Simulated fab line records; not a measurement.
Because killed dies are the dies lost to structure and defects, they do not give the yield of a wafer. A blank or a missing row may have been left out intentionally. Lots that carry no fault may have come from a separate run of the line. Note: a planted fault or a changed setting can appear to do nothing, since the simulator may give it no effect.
A single fault, viewed from 2 desks ; flow n5_finfet ; every desk sees just its own numbers, and what lay behind them comes last

== THE TOOL OWNER'S DESK: rie_diel-03 ==
The tool's own readings at N5_BEOL_M14_ETCH_67 (etches SiARC in CF4, target depth 143 nm, time 238.3 s): means of the sampled wafers that have a number, for each lot that ran on this tool. If a lot's mean is further than 4 standard deviations from the usual mean, the lot is out of limits and carries the mark OUT (the distance appears in the brackets). Only the readings that lie furthest out on some lot appear, 7 of the 8 it has.
Columns: A = bias_w at N5_BEOL_M14_ETCH_67, usual 36.00 W; B = cf4_flow_sccm at N5_BEOL_M14_ETCH_67, usual 100.0 sccm; C = drypump_motor_current_A at N5_BEOL_M14_ETCH_67, usual 5.8 A; D = oes_product_au at N5_BEOL_M14_ETCH_67, usual 0.69 a.u.; E = rf_vpp_V at N5_BEOL_M14_ETCH_67, usual 184.2 V; F = showerhead_plenum_p_Torr at N5_BEOL_M14_ETCH_67, usual 2.15 Torr; G = throttle_valve_pct at N5_BEOL_M14_ETCH_67, usual 15.5 %
lot;first seen here;A;B;C;D;E;F;G
L585;day 15 16:19;35.83;99.8;5.6;0.75;184.2;2.17;15.2
L597;day 19 01:25;36.00;99.9;5.6;0.71;184.5;2.17;15.3
L599;day 19 02:59;36.05;100.3;6.1;0.69;183.0;2.13;15.4
L600;day 19 06:53;35.99;100.2;5.4;0.63;184.7;2.11;15.4
This desk's verdict: no lot among the 4 shows anything out of limits.

== METROLOGY DESK ==
Lot by lot, what the gauges showed, no matter which tool ran the lot: averages of those sampled wafers that carry a number. If a lot's mean is further than 4 standard deviations from the usual mean, the lot is out of limits and carries the mark OUT (the distance appears in the brackets). Only the readings that lie furthest out on some lot appear, 7 of the 12 it has.
Columns: A = DIBL_N at N5_BEOL_M4_RC_MEAS_101, usual 35.8 mV/V; B = DIBL_P at N5_BEOL_M4_RC_MEAS_101, usual 35.3 mV/V; C = IOFF_P at N5_BEOL_M4_RC_MEAS_101, usual 0.194 nA/um; D = ION_N at N5_BEOL_M4_RC_MEAS_101, usual 667 uA/um; E = ION_P at N5_BEOL_M4_RC_MEAS_101, usual 456 uA/um; F = VT_N at N5_BEOL_M4_RC_MEAS_101, usual 251 mV; G = VT_P at N5_BEOL_M4_RC_MEAS_101, usual -252 mV
lot;first seen here;A;B;C;D;E;F;G
L577;day 9 17:53;34.9;35.1;0.173;667;458;254;-255
L583;day 11 20:26;35.0;34.3;0.161;649;448;255;-257
L585;day 12 09:15;36.4;35.5;0.223;669;464;250;-246
L588;day 12 22:44;35.5;35.1;0.203;671;465;252;-250
L590;day 12 22:57;36.1;34.9;0.185;662;451;251;-252
L595;day 14 15:12;36.7;35.5;0.174;664;447;251;-253
L597;day 15 02:43;33.5;32.6;0.156;656;450;252;-255
L599;day 15 11:44;37.0;35.5;0.218;676;463;249;-250
L600;day 15 13:35;35.5;35.5;0.164;666;451;250;-256
This desk's verdict: no lot among the 9 shows anything out of limits.

== BROUGHT TOGETHER ==
Nothing out of limits was seen by the tool owner's desk.
Nothing out of limits was seen by the metrology desk.

== WHAT THE SIMULATOR PUT IN ==
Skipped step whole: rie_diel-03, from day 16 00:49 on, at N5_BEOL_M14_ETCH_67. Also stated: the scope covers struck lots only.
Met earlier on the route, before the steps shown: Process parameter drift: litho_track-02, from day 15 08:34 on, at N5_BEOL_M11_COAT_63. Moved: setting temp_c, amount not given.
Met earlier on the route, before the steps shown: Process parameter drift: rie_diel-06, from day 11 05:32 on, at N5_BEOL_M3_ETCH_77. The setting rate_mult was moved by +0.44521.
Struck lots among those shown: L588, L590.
